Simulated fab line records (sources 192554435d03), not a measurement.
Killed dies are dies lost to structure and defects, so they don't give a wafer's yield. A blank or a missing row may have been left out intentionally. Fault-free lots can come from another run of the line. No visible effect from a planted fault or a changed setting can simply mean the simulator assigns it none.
fab line records	flow n5_finfet
[record] lots = 9	wafers = 27	last_day = 18
route steps=1938 shown MOL_CONTACT_COAG@549 BEOL_M4@1111 PASSIVATION@1936
lots untouched by any fault: they come from a run of this same line in which no faults occurred
start_h: hours from the record's opening day to when the first of the lot's shown wafers began	wait_h: hours elapsed since this lot's preceding step	" the same as in the row above	L1.1+2: a single row standing in for several wafers	- either no value or no given start	* or withheld: withheld	< > ~ a bound
route shown NAME@n: a module of which the file shows steps, and the number in the route of the first	usual: mean/standard deviation taken from wafers without a fault	same: alike in all rows	chamber/n: place in a boat	sites: per-site readings	_std_site: standard deviation across them	_edge_site: outer sites' mean less inner sites'	radius_mm: how far each site lies from the wafer's centre	mask NAME#n: copy n	behind: tool/chamber where the wafer was last shaped	hold: why the lot was held/for how many hours/how that ended	device: the transistor (n, p or np) that didn't switch	end of line: the tests these same wafers got at the end of their route	step lacking rows: just its recipe	killed: not the wafer's yield, but the dies lost to structure and defects at the first sort	map: dies across one wafer; x = killed, . = not, _ = none there
set.NAME: the setting the step ran with; set.NAME@STEP: the setting that earlier step ran with	model.NAME: the simulator's own value behind a step, which no gauge read
route steps across a sampled set of lots; one table per step, one row per wafer
services: when a tool's chamber went out of use (start_h, in hours from the record's first day, below 0 if earlier), for how many hours, and the reason
[[steps]]
[step N5_MOL_CONTACT_COAG_ANNEAL_113]
[recipe] temp_c = 400	time_s = 300	ambient = H2/N2
[usual] lamp_power_pct = 2.66/0.2	lamp_zone_7_pct = 2.79/0.21	wafer_temp_C_max = 401.7/0.56
lot.wafer	tool	chamber	start_h	wait_h	lamp_power_pct	lamp_zone_7_pct	wafer_temp_C_max
L857.2	rtp_anneal-02	0	111.91	0.6	2.87	3.02	400.9
L857.5	"	0	"	"	2.87	3.02	401.1
L857.6	"	0	"	"	2.87	3.01	401.1
L864.2	rtp_anneal-01	0	147.87	0.6	2.48	2.60	402.7
L864.3	"	0	"	"	2.48	2.60	402.3
L864.6	"	0	"	"	2.47	2.61	402.5
L866.1	rtp_anneal-01	0	165.28	0.5	2.48	2.60	402.2
L866.2	"	0	"	"	2.48	2.60	402.1
L866.3	"	0	"	"	2.47	2.60	402.0
L867.1	rtp_anneal-02	0	168.39	0.4	2.88	3.02	401.3
L867.3	"	0	"	"	2.87	3.02	401.2
L867.5	"	0	"	"	2.87	3.02	401.1
L870.3	rtp_anneal-01	0	186.42	0.6	2.48	2.60	401.8
L870.5	"	0	"	"	2.48	2.60	402.5
L870.6	"	0	"	"	2.48	2.61	402.1
L872.2	rtp_anneal-01	0	200.26	0.5	2.47	2.60	402.5
L872.3	"	0	"	"	2.48	2.61	400.6
L872.5	"	0	"	"	2.47	2.60	402.1
L873.1	rtp_anneal-02	0	208.82	0.4	2.87	3.02	401.3
L873.3	"	0	"	"	2.87	3.01	401.3
L873.6	"	0	"	"	2.88	3.02	401.5
L875.3	rtp_anneal-01	0	220.35	0.8	2.47	2.60	402.1
L875.4	"	0	"	"	2.48	2.60	402.8
L875.5	"	0	"	"	2.47	2.60	402.5
L876.3	rtp_anneal-02	0	237.39	0.6	2.87	3.02	401.4
L876.4	"	0	"	"	2.87	3.02	401.9
L876.5	"	0	"	"	2.87	3.02	401.3
[step N5_MOL_CONTACT_COAG_PECVD_31]
[recipe] material = SiO2	target_thk_a = 460	temp_c = 400	precursor = TEOS/O2	pressure_torr = 6.5	rf_w = withheld	teos_flow_sccm = withheld	gas = O2	flow_sccm = 2650	time_s = 8.9
lot.wafer	tool	chamber	start_h	wait_h
L857.2+5+6	pecvd-02	2,1,2	118.45	0.3
L864.2+3+6	pecvd-02	1,0,2	153.99	0.3
L866.1+2+3	pecvd-04	2,0,1	170.23	0.3
L867.1+3+5	pecvd-03	1,2,1	174.60	0.3
L870.3+5+6	pecvd-03	2,1,0	192.98	0.3
L872.2+3+5	pecvd-04	1,0,2	204.51	0.3
L873.1+3+6	pecvd-03	1,0,2	215.67	0.3
L875.3+4+5	pecvd-02	2,2,1	226.83	0.3
L876.3+4+5	pecvd-04	0,2,0	245.72	0.3
[step N5_MOL_CONTACT_COAG_OVL_MEAS_85]
[recipe] points_per_wafer = 522
[usual] VG_OVL = 0.5/0.65
lot.wafer	tool	chamber	start_h	wait_h	VG_OVL[nm]
L857.2	overlay-02	0	118.82	0.0	1.0
L857.5	"	0	"	"	0.7
L857.6	"	0	"	"	0.2
L864.2	overlay-02	0	154.49	0.0	0.4
L864.3	"	0	"	"	0.1
L864.6	"	0	"	"	0.5
L866.1	overlay-02	0	170.73	0.0	0.0
L866.2	"	0	"	"	-0.4
L866.3	"	0	"	"	-0.4
L867.1	overlay-01	0	174.96	0.0	0.2
L867.3	"	0	"	"	-0.2
L867.5	"	0	"	"	-0.6
L870.3	overlay-02	0	193.36	0.0	0.0
L870.5	"	0	"	"	0.3
L870.6	"	0	"	"	0.7
L872.2	overlay-01	0	204.90	0.0	0.0
L872.3	"	0	"	"	0.4
L872.5	"	0	"	"	0.5
L873.1	overlay-01	0	216.19	0.0	0.3
L873.3	"	0	"	"	0.4
L873.6	"	0	"	"	0.5
L875.3	overlay-01	0	227.37	0.0	0.1
L875.4	"	0	"	"	0.2
L875.5	"	0	"	"	1.0
L876.3	overlay-01	0	246.10	0.0	1.3
L876.4	"	0	"	"	0.5
L876.5	"	0	"	"	2.7
[step N5_MOL_CONTACT_COAG_INSPECT_57]
[recipe] mode = adi	inspect_instrument = brightfield
[usual] raw_defect_count = 191/49
lot.wafer	tool	chamber	start_h	wait_h	raw_defect_count
L857.2	defect_inspect-02	-	118.88	0.0	167
L857.5	"	-	"	"	173
L857.6	"	-	"	"	129
L864.2	defect_inspect-02	-	154.54	0.0	229
L864.3	"	-	"	"	251
L864.6	"	-	"	"	768
L866.1	defect_inspect-02	-	170.79	0.1	130
L866.2	"	-	"	"	187
L866.3	"	-	"	"	120
L867.1	defect_inspect-01	-	175.02	0.1	180
L867.3	"	-	"	"	246
L867.5	"	-	"	"	176
L870.3	defect_inspect-01	-	193.41	0.0	230
L870.5	"	-	"	"	244
L870.6	"	-	"	"	167
L872.2	defect_inspect-02	-	204.95	0.0	184
L872.3	"	-	"	"	107
L872.5	"	-	"	"	172
L873.1	defect_inspect-02	-	216.25	0.1	245
L873.3	"	-	"	"	188
L873.6	"	-	"	"	153
L875.3	defect_inspect-02	-	227.42	0.0	156
L875.4	"	-	"	"	239
L875.5	"	-	"	"	104
L876.3	defect_inspect-01	-	246.15	0.0	224
L876.4	"	-	"	"	223
L876.5	"	-	"	"	228
[step N5_MOL_CONTACT_COAG_ETCH_90]
[recipe] chemistry = CF4	target = SiARC	target_depth_a = 130	mask_material = CAR-EUV	time_s = 21.7	ion_energy_ev = 80	pressure_mtorr = 40	source_w = 545	bias_w = 36	Ar_flow_sccm = 100	cf4_flow_sccm = 100	ends = cleared
[usual] drypump_motor_current_A = 5.8/0.35	etch_rf_on_time_s = 21.7/0.35	oes_product_au = 0.68/0.083	rf_vpp_V = 183.5/1	showerhead_plenum_p_Torr = 2.11/0.049	throttle_valve_pct = 15.67/0.27
lot.wafer	tool	chamber	start_h	wait_h	drypump_motor_current_A	etch_rf_on_time_s	oes_product_au	rf_hours_counter_h	rf_vpp_V	showerhead_plenum_p_Torr	throttle_valve_pct
L857.2	rie_diel-05	0	118.99	0.0	5.6	21.2	0.76	40	184.2	2.09	15.37
L857.5	"	0	"	"	5.6	21.3	0.75	-	183.5	2.09	15.40
L857.6	"	2	"	"	6.2	21.7	0.59	-	187.3	2.20	15.98
L864.2	rie_diel-05	1	154.65	0.0	5.1	21.5	0.82	10	184.4	2.10	15.30
L864.3	"	0	"	"	5.7	21.2	0.74	55	182.5	2.09	15.40
L864.6	"	3	"	"	5.8	21.5	0.62	-	183.3	2.12	15.74
L866.1	rie_diel-06	2	170.87	0.0	5.9	21.3	0.83	11	183.6	2.11	15.12
L866.2	"	0	"	"	5.8	21.5	0.81	19	184.0	2.10	15.48
L866.3	"	1	"	"	6.0	22.0	0.64	167	182.6	2.13	15.78
L867.1	rie_diel-05	0	175.11	0.0	5.6	21.3	0.73	59	184.6	2.08	15.42
L867.3	"	2	"	"	6.2	21.2	0.83	2	184.8	2.19	15.53
L867.5	"	1	"	"	5.1	21.5	0.80	-	185.5	2.10	15.33
L870.3	rie_diel-05	0	193.58	0.0	5.6	21.2	0.72	66	182.5	2.08	15.44
L870.5	"	0	"	"	5.6	21.1	0.72	-	182.2	2.08	15.45
L870.6	"	3	"	"	5.8	21.4	0.61	-	183.9	2.12	15.75
L872.2	rie_diel-02	0	205.23	0.0	5.9	22.5	0.59	223	182.2	2.03	15.79
L872.3	"	2	"	"	6.1	22.0	0.63	193	185.2	2.21	16.04
L872.5	"	3	"	"	6.1	21.6	0.62	-	182.7	2.05	16.18
L873.1	rie_diel-02	1	216.34	0.0	5.0	22.1	0.61	197	183.9	2.05	15.67
L873.3	"	2	"	"	6.1	22.1	0.63	197	185.9	2.21	16.06
L873.6	"	1	"	"	5.0	22.0	0.61	-	183.8	2.05	15.67
L875.3	rie_diel-06	0	227.70	0.0	5.8	21.6	0.76	39	183.1	2.10	15.50
L875.4	"	2	"	"	5.9	21.5	0.78	30	184.4	2.10	15.18
L875.5	"	2	"	"	5.9	21.5	0.78	-	181.8	2.10	15.18
L876.3	rie_diel-06	2	246.24	0.0	5.9	21.6	0.77	35	183.2	2.10	15.19
L876.4	"	0	"	"	5.8	21.7	0.75	44	182.9	2.09	15.51
L876.5	"	0	"	"	5.8	21.7	0.76	-	185.0	2.09	15.53
[step N5_MOL_CONTACT_COAG_INSPECT_42]
[recipe] mode = adi	inspect_instrument = brightfield
[usual] raw_defect_count = 200/51
lot.wafer	tool	chamber	start_h	wait_h	raw_defect_count
L857.2	defect_inspect-01	-	120.14	0.0	205
L857.5	"	-	"	"	183
L857.6	"	-	"	"	145
L864.2	defect_inspect-01	-	156.09	0.0	231
L864.3	"	-	"	"	282
L864.6	"	-	"	"	792
L866.1	defect_inspect-02	-	172.42	0.3	137
L866.2	"	-	"	"	190
L866.3	"	-	"	"	130
L867.1	defect_inspect-01	-	176.41	0.1	189
L867.3	"	-	"	"	252
L867.5	"	-	"	"	206
L870.3	defect_inspect-01	-	194.75	0.0	217
L870.5	"	-	"	"	249
L870.6	"	-	"	"	156
L872.2	defect_inspect-01	-	206.50	0.0	183
L872.3	"	-	"	"	134
L872.5	"	-	"	"	195
L873.1	defect_inspect-01	-	217.50	0.1	255
L873.3	"	-	"	"	221
L873.6	"	-	"	"	165
L875.3	defect_inspect-02	-	229.07	0.0	155
L875.4	"	-	"	"	231
L875.5	"	-	"	"	107
L876.3	defect_inspect-01	-	247.59	0.0	238
L876.4	"	-	"	"	209
L876.5	"	-	"	"	229
[step N5_BEOL_M4_RC_MEAS_101]
[usual] DIBL_N = 36.4/1.3	DIBL_P = 36.5/1.7	IOFF_N = 0.154/0.022	IOFF_P = 0.202/0.025	ION_N = 671/9.8	ION_P = 460/6.8	SS_N = 71.6/0.54	SS_P = 73.4/0.58	VT_N = 250.9/2.8	VT_P = -251.4/2.7
lot.wafer	tool	chamber	start_h	wait_h	DIBL_N[mV/V]	DIBL_P[mV/V]	IOFF_N[nA/um]	IOFF_P[nA/um]	ION_N[uA/um]	ION_P[uA/um]	SS_N[mV/dec]	SS_P[mV/dec]	VT_N[mV]	VT_P[mV]
L857.2	prober-02	0	182.20	0.2	39.3	38.5	0.174	0.185	669	447	72.4	74.5	252.2	-256.8
L857.5	"	0	"	"	36.8	36.2	0.132	0.155	662	446	71.7	72.9	253.1	-256.9
L857.6	"	0	"	"	35.7	34.4	0.116	0.142	657	444	71.4	73.5	258.6	-256.9
L864.2	prober-01	0	220.87	0.2	37.0	36.6	0.162	0.231	680	472	71.5	73.0	248.9	-249.5
L864.3	"	0	"	"	36.2	35.5	0.148	0.208	674	463	71.1	72.7	249.8	-251.7
L864.6	"	0	"	"	35.5	34.2	0.134	0.188	671	462	71.2	71.7	249.6	-250.8
L866.1	prober-01	0	230.23	0.0	35.9	38.8	0.157	0.192	673	458	71.7	73.6	249.1	-254.4
L866.2	"	0	"	"	35.8	39.1	0.153	0.191	665	458	71.6	73.8	251.6	-251.8
L866.3	"	0	"	"	35.6	38.8	0.147	0.182	672	452	71.8	73.1	252.3	-254.5
L867.1	prober-02	0	230.72	0.0	36.2	36.7	0.164	0.205	681	464	71.7	72.6	250.9	-250.8
L867.3	"	0	"	"	35.1	35.4	0.143	0.187	671	459	71.8	72.5	252.5	-251.6
L867.5	"	0	"	"	34.2	33.9	0.132	0.176	671	458	71.3	72.5	251.3	-253.4
L870.3	prober-01	0	265.63	0.3	33.6	33.9	0.125	0.181	662	457	70.7	72.4	255.2	-250.4
L870.5	"	0	"	"	34.6	35.4	0.136	0.197	671	463	71.0	73.3	252.1	-249.0
L870.6	"	0	"	"	35.3	36.2	0.144	0.205	667	457	71.8	73.4	253.1	-250.7
L872.2	prober-02	0	270.59	0.2	38.0	37.3	0.181	0.232	661	451	72.6	73.1	249.9	-248.6
L872.3	"	0	"	"	37.6	37.1	0.163	0.225	672	461	72.0	73.5	252.3	-251.1
L872.5	"	0	"	"	37.0	36.4	0.157	0.221	671	463	71.7	73.4	250.5	-250.3
L873.1	prober-01	0	282.60	0.0	35.8	35.5	0.135	0.225	662	466	70.9	73.0	253.4	-250.0
L873.3	"	0	"	"	38.0	37.1	0.161	0.260	656	461	72.7	73.9	249.9	-247.8
L873.6	"	0	"	"	36.2	35.9	0.139	0.243	655	458	71.7	73.3	252.5	-245.9
L875.3	prober-02	0	287.61	0.3	38.7	40.7	0.203	0.250	671	462	73.0	74.1	248.8	-248.9
L875.4	"	0	"	"	37.7	40.3	0.184	0.238	675	457	72.1	74.4	249.9	-249.7
L875.5	"	0	"	"	38.3	41.4	0.213	0.267	679	461	72.4	73.9	248.1	-247.8
L876.3	prober-01	0	310.98	0.3	34.7	34.7	0.130	0.191	662	459	71.6	72.5	253.3	-251.2
L876.4	"	0	"	"	35.0	35.3	0.134	0.199	679	466	70.6	72.7	251.0	-248.1
L876.5	"	0	"	"	35.2	36.0	0.145	0.215	672	464	71.2	72.4	250.8	-249.1
[step N5_PASSIVATION_PROBE_49]
[usual] defect_limited_yield = 91.1/1.3	killed_at_M0_to_M3 = 34/10	killed_at_M4_up = 14/5.7	killed_at_contacts = 12/5.9	killed_at_front_end = 41/12	killed_at_other = 4/3.1	killed_dies = 105/15	killed_open = 69/11	killed_short = 35/7.8	sort_bin_5_function = 5.3/0.81	sort_bin_6_memory = 3.3/0.75	sort_bin_8_speed = 0.00/0.007	sort_n_pass = 1075/15	sort_yield_pct = 91.1/1.3
[same] gross_dies = 1180	killed_at_back_side = 0	sort_bin_4_leakage[%] = 0
lot.wafer	tool	chamber	start_h	wait_h	defect_limited_yield[%]	killed_at_M0_to_M3	killed_at_M4_up	killed_at_contacts	killed_at_front_end	killed_at_other	killed_dies	killed_open	killed_short	sort_bin_5_function[%]	sort_bin_6_memory[%]	sort_bin_8_speed[%]	sort_n_pass	sort_yield_pct[%]
L864.2	prober-02	-	336.19	0.1	92.7	24	9	5	37	11	86	58	28	4.8	2.3	0	1094	92.7
L864.3	prober-02	-	336.24	0.1	92.0	19	2	16	55	2	94	61	32	3.8	4.0	0	1086	92.0
L864.6	prober-02	-	336.39	0.3	81.4	17	4	136	58	5	220	60	39	11.1	5.3	0	960	81.4
// killed by level:class
L864.2 FIN_SAQP:geometric_particle:short=8 FIN_SAQP:geometric_particle:open=7 BEOL_M2:geometric_particle:open=7 BEOL_M1:geometric_particle:open=6 DUMMY_GATE:geometric_particle:open=5 MIM_BOT:geometric_particle:open=5 STI_FIN_REVEAL:geometric_particle:open=4 MOL_CONTACT_COAG:geometric_particle:open=4
L864.3 FIN_SAQP:geometric_particle:short=19 FIN_SAQP:geometric_particle:open=15 MOL_CONTACT_COAG:geometric_particle:open=11 DUMMY_GATE:geometric_particle:open=7 BEOL_M2:geometric_particle:open=7 STI_FIN_REVEAL:geometric_particle:open=6 MOL_CONTACT_COAG:geometric_particle:short=5 BEOL_M3:geometric_particle:open=5
L864.6 MOL_CONTACT_COAG:unspecified=120 FIN_SAQP:geometric_particle:short=14 FIN_SAQP:geometric_particle:open=13 MOL_CONTACT_COAG:geometric_particle:open=10 BEOL_M3:geometric_particle:open=8 MOL_CONTACT_COAG:geometric_particle:short=6 DUMMY_GATE:geometric_particle:open=5 GATE_CUT:geometric_particle:open=5
[[services]]
tool	chamber	start_h	hours	kind
rie_diel-02	2	90.82	4.3	repair
rie_diel-06	0	102.20	-	clean
rie_diel-06	0	102.20	-	consumable_replace:focus_ring
rie_diel-06	0	102.20	26.8	scheduled_down
rie_diel-06	0	102.20	26.8	vent_cycle
pecvd-04	-	110.67	40.2	repair
rie_diel-05	1	112.02	-	clean
rie_diel-05	1	112.02	-	consumable_replace:focus_ring
rie_diel-05	1	112.02	15.9	scheduled_down
rie_diel-05	1	112.02	15.9	vent_cycle
pecvd-03	-	113.55	1.0	repair
rie_diel-05	3	117.14	1.4	repair
pecvd-03	1	117.22	11.6	repair
rie_diel-06	2	129.03	-	clean
rie_diel-05	2	154.21	-	clean
rie_diel-05	2	154.21	-	consumable_replace:focus_ring
rie_diel-05	2	154.21	16.2	scheduled_down
rie_diel-05	2	154.21	16.2	vent_cycle
rie_diel-05	0	158.30	8.1	repair
rie_diel-02	2	180.54	3.9	repair
rie_diel-05	3	185.11	4.9	repair
pecvd-02	-	201.61	23.4	repair
rie_diel-06	2	209.85	1.5	repair
rie_diel-02	-	243.77	0.4	repair
[[key]]
[first_sign] step = N5_MOL_CONTACT_COAG_INSPECT_57	reading = raw_defect_count	direction = up	sigmas = 12	usual = 191	struck = 768
[effect] step = N5_MOL_CONTACT_COAG_INSPECT_42	reading = raw_defect_count	direction = up	sigmas = 12	usual = 200	struck = 792
[effect] step = N5_PASSIVATION_PROBE_49	reading = killed_at_contacts	direction = up	sigmas = 21	usual = 12	struck = 136
[more_kills_born_at] N5_MOL_CONTACT_COAG_PECVD_31@pecvd-02 = 120
met_at N5_MOL_CONTACT_COAG_PECVD_31
struck_lots L864
struck_wafers L864.6
not_acting_at N5_MOL_CONTACT_COAG_ANNEAL_113,N5_MOL_CONTACT_COAG_OVL_MEAS_85,N5_MOL_CONTACT_COAG_ETCH_90
onset_between 118.45 153.99
[fault] kind = chamber_particle_source	tool = pecvd-02	chamber = 2	onset_h = 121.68	steps = N5_MOL_CONTACT_COAG_PECVD_31	rate_per_visit_cm2 = 0.9331	end_h = 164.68
